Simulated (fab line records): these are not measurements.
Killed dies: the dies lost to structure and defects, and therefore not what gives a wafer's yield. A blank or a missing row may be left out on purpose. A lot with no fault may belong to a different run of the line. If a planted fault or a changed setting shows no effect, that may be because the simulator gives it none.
Chamber matching / flow n5_finfet / rie_diel-03 running N5_BEOL_M7_DESCUM_33: 4 sister chambers
The step chemistry O2, time 7 s. 16 wafers are shown with their chamber, then 8 later ones without.

## EACH WAFER AND ITS CHAMBER
wafer=L077.1; chamber=0; showerhead_plenum_p_Torr (Torr)=2.16; throttle_valve_pct (%)=20.43; drypump_motor_current_A (A)=5.4
wafer=L077.3; chamber=3; showerhead_plenum_p_Torr (Torr)=1.93; throttle_valve_pct (%)=20.18; drypump_motor_current_A (A)=5.2
wafer=L077.5; chamber=0; showerhead_plenum_p_Torr (Torr)=2.16; throttle_valve_pct (%)=20.41; drypump_motor_current_A (A)=5.4
wafer=L079.1; chamber=2; showerhead_plenum_p_Torr (Torr)=2.18; throttle_valve_pct (%)=20.36; drypump_motor_current_A (A)=5.1
wafer=L079.4; chamber=1; showerhead_plenum_p_Torr (Torr)=2.17; throttle_valve_pct (%)=20.31; drypump_motor_current_A (A)=5.4
wafer=L079.6; chamber=1; showerhead_plenum_p_Torr (Torr)=2.17; throttle_valve_pct (%)=20.32; drypump_motor_current_A (A)=5.4
wafer=L078.1; chamber=1; showerhead_plenum_p_Torr (Torr)=2.17; throttle_valve_pct (%)=20.33; drypump_motor_current_A (A)=5.5
wafer=L078.3; chamber=2; showerhead_plenum_p_Torr (Torr)=2.18; throttle_valve_pct (%)=20.36; drypump_motor_current_A (A)=5.1
wafer=L078.6; chamber=2; showerhead_plenum_p_Torr (Torr)=2.18; throttle_valve_pct (%)=20.35; drypump_motor_current_A (A)=5.2
wafer=L082.1; chamber=0; showerhead_plenum_p_Torr (Torr)=2.16; throttle_valve_pct (%)=20.44; drypump_motor_current_A (A)=5.3
wafer=L082.4; chamber=3; showerhead_plenum_p_Torr (Torr)=1.92; throttle_valve_pct (%)=20.20; drypump_motor_current_A (A)=5.2
wafer=L082.6; chamber=1; showerhead_plenum_p_Torr (Torr)=2.17; throttle_valve_pct (%)=20.32; drypump_motor_current_A (A)=5.4
wafer=L085.2; chamber=1; showerhead_plenum_p_Torr (Torr)=2.17; throttle_valve_pct (%)=20.34; drypump_motor_current_A (A)=5.5
wafer=L085.4; chamber=1; showerhead_plenum_p_Torr (Torr)=2.17; throttle_valve_pct (%)=20.33; drypump_motor_current_A (A)=5.5
wafer=L085.6; chamber=0; showerhead_plenum_p_Torr (Torr)=2.15; throttle_valve_pct (%)=20.45; drypump_motor_current_A (A)=5.4
wafer=L090.1; chamber=3; showerhead_plenum_p_Torr (Torr)=1.92; throttle_valve_pct (%)=20.24; drypump_motor_current_A (A)=5.2

SIGNATURES, as means of the wafers listed above
reading=showerhead_plenum_p_Torr; chamber 0=2.1575; chamber 1=2.1700; chamber 2=2.1800; chamber 3=1.9233; scatter within a chamber=0.00344
reading=throttle_valve_pct; chamber 0=20.4325; chamber 1=20.3250; chamber 2=20.3567; chamber 3=20.2067; scatter within a chamber=0.0167
reading=drypump_motor_current_A; chamber 0=5.375; chamber 1=5.450; chamber 2=5.133; chamber 3=5.200; scatter within a chamber=0.0493
Rule: for each reading, subtract the chamber's mean from the wafer's reading, divide by that reading's scatter and square the result; add these up over the readings and take the root, which gives the wafer's distance from the chamber. If the next closest chamber is less than 2 further off than the closest, the wafer can't be placed; otherwise it belongs to the closest. The scatter: take each reading less its chamber's mean, square it, sum over the shown wafers, divide by the number of wafers less the number of chambers, and take the root.

## WAFERS WITH NO CHAMBER GIVEN
wafer=L090.3; showerhead_plenum_p_Torr (Torr)=2.17; throttle_valve_pct (%)=20.38; drypump_motor_current_A (A)=5.1
wafer=L090.6; showerhead_plenum_p_Torr (Torr)=1.92; throttle_valve_pct (%)=20.23; drypump_motor_current_A (A)=5.2
wafer=L093.1; showerhead_plenum_p_Torr (Torr)=2.16; throttle_valve_pct (%)=20.35; drypump_motor_current_A (A)=5.5
wafer=L093.4; showerhead_plenum_p_Torr (Torr)=2.17; throttle_valve_pct (%)=20.41; drypump_motor_current_A (A)=5.2
wafer=L093.5; showerhead_plenum_p_Torr (Torr)=2.16; throttle_valve_pct (%)=20.36; drypump_motor_current_A (A)=5.5
wafer=L094.2; showerhead_plenum_p_Torr (Torr)=2.17; throttle_valve_pct (%)=20.40; drypump_motor_current_A (A)=5.2
wafer=L094.3; showerhead_plenum_p_Torr (Torr)=1.91; throttle_valve_pct (%)=20.27; drypump_motor_current_A (A)=5.2
wafer=L094.4; showerhead_plenum_p_Torr (Torr)=2.16; throttle_valve_pct (%)=20.36; drypump_motor_current_A (A)=5.4

## WHICH CHAMBER EACH ONE RAN IN
wafer=L090.3; from the rows above=2; in truth=2
wafer=L090.6; from the rows above=3; in truth=3
wafer=L093.1; from the rows above=1; in truth=1
wafer=L093.4; from the rows above=can't be placed: 2 or 0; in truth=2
wafer=L093.5; from the rows above=can't be placed: 1 or 0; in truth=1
wafer=L094.2; from the rows above=can't be placed: 2 or 0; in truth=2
wafer=L094.3; from the rows above=3; in truth=3
wafer=L094.4; from the rows above=can't be placed: 1 or 0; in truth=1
Placed correctly: 4 of 8. Unplaceable from these rows: 4, with the true chamber sitting among the candidates in 4. Placed wrongly: 0.
